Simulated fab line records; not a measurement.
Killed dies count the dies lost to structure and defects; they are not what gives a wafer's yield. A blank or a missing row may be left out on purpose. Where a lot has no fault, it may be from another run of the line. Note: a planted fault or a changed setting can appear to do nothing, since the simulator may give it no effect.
Matching of chambers / flow nand_harc / cmp-03 running NHARC_A_STAIRCASE_CMP_472: 4 sister chambers
The step polishes SiO2. 24 wafers are shown with their chamber, then 12 later ones without.

## WAFERS, EACH WITH ITS CHAMBER
wafer=L074.2; chamber=3; motor_current_A (A)=13.4; retaining_ring_pressure_frac=0.998
wafer=L074.4; chamber=0; motor_current_A (A)=13.6; retaining_ring_pressure_frac=1.001
wafer=L074.6; chamber=3; motor_current_A (A)=13.1; retaining_ring_pressure_frac=1.001
wafer=L076.1; chamber=0; motor_current_A (A)=13.6; retaining_ring_pressure_frac=1.007
wafer=L076.2; chamber=2; motor_current_A (A)=10.6; retaining_ring_pressure_frac=0.999
wafer=L076.3; chamber=3; motor_current_A (A)=12.6; retaining_ring_pressure_frac=1.002
wafer=L078.1; chamber=0; motor_current_A (A)=13.1; retaining_ring_pressure_frac=0.998
wafer=L078.2; chamber=3; motor_current_A (A)=13.2; retaining_ring_pressure_frac=1.005
wafer=L078.6; chamber=3; motor_current_A (A)=12.8; retaining_ring_pressure_frac=1.009
wafer=L082.1; chamber=2; motor_current_A (A)=10.7; retaining_ring_pressure_frac=0.999
wafer=L082.4; chamber=3; motor_current_A (A)=12.9; retaining_ring_pressure_frac=1.000
wafer=L082.5; chamber=3; motor_current_A (A)=12.8; retaining_ring_pressure_frac=1.002
wafer=L087.1; chamber=0; motor_current_A (A)=13.3; retaining_ring_pressure_frac=0.996
wafer=L087.2; chamber=2; motor_current_A (A)=10.9; retaining_ring_pressure_frac=0.999
wafer=L087.3; chamber=1; motor_current_A (A)=10.7; retaining_ring_pressure_frac=0.997
wafer=L089.3; chamber=2; motor_current_A (A)=10.6; retaining_ring_pressure_frac=1.002
wafer=L089.4; chamber=1; motor_current_A (A)=10.9; retaining_ring_pressure_frac=0.999
wafer=L089.6; chamber=0; motor_current_A (A)=13.4; retaining_ring_pressure_frac=1.000
wafer=L088.4; chamber=1; motor_current_A (A)=10.8; retaining_ring_pressure_frac=1.003
wafer=L088.5; chamber=1; motor_current_A (A)=10.3; retaining_ring_pressure_frac=1.006
wafer=L088.6; chamber=0; motor_current_A (A)=12.9; retaining_ring_pressure_frac=0.992
wafer=L090.2; chamber=1; motor_current_A (A)=11.3; retaining_ring_pressure_frac=0.994
wafer=L090.3; chamber=0; motor_current_A (A)=13.8; retaining_ring_pressure_frac=0.991
wafer=L090.6; chamber=2; motor_current_A (A)=10.6; retaining_ring_pressure_frac=0.995

SIGNATURES (means of the wafers above)
reading=motor_current_A; chamber 0=13.386; chamber 1=10.800; chamber 2=10.680; chamber 3=12.971; scatter within a chamber=0.286
reading=retaining_ring_pressure_frac; chamber 0=0.99786; chamber 1=0.99980; chamber 2=0.99880; chamber 3=1.00243; scatter within a chamber=0.00434
Rule: for each reading, subtract the chamber's mean from the wafer's reading, divide by that reading's scatter and square the result; add these up over the readings and take the root, which gives the wafer's distance from the chamber. If the next closest chamber is less than 2 further off than the closest, the wafer can't be placed; otherwise it belongs to the closest. The scatter: the root of (the sum of the squares of (reading less its chamber's mean) over the shown wafers, divided by (wafers less chambers)).

## WAFERS MISSING THEIR CHAMBER
wafer=L092.2; motor_current_A (A)=10.6; retaining_ring_pressure_frac=0.995
wafer=L092.3; motor_current_A (A)=13.1; retaining_ring_pressure_frac=1.001
wafer=L092.4; motor_current_A (A)=12.9; retaining_ring_pressure_frac=0.997
wafer=L094.1; motor_current_A (A)=13.4; retaining_ring_pressure_frac=1.003
wafer=L094.5; motor_current_A (A)=10.3; retaining_ring_pressure_frac=1.004
wafer=L094.6; motor_current_A (A)=10.7; retaining_ring_pressure_frac=1.004
wafer=L096.1; motor_current_A (A)=12.7; retaining_ring_pressure_frac=1.009
wafer=L096.5; motor_current_A (A)=10.7; retaining_ring_pressure_frac=1.008
wafer=L096.6; motor_current_A (A)=13.1; retaining_ring_pressure_frac=1.003
wafer=L097.2; motor_current_A (A)=10.3; retaining_ring_pressure_frac=1.003
wafer=L097.4; motor_current_A (A)=13.0; retaining_ring_pressure_frac=1.014
wafer=L097.6; motor_current_A (A)=13.5; retaining_ring_pressure_frac=1.005

## THE CHAMBER EACH PASSED THROUGH
wafer=L092.2; from the rows above=can't be placed: 2 or 1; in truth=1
wafer=L092.3; from the rows above=can't be placed: 3 or 0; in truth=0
wafer=L092.4; from the rows above=can't be placed: 3 or 0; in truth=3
wafer=L094.1; from the rows above=can't be placed: 0 or 3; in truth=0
wafer=L094.5; from the rows above=can't be placed: 2 or 1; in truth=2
wafer=L094.6; from the rows above=can't be placed: 1 or 2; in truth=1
wafer=L096.1; from the rows above=can't be placed: 3 or 0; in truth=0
wafer=L096.5; from the rows above=can't be placed: 1 or 2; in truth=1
wafer=L096.6; from the rows above=can't be placed: 3 or 0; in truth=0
wafer=L097.2; from the rows above=can't be placed: 2 or 1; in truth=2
wafer=L097.4; from the rows above=can't be placed: 3 or 0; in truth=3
wafer=L097.6; from the rows above=can't be placed: 0 or 3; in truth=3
Correctly placed: 0 of 12. Can't be placed from these rows: 12 (the true chamber is among the candidates in 12). 0 placed wrongly.
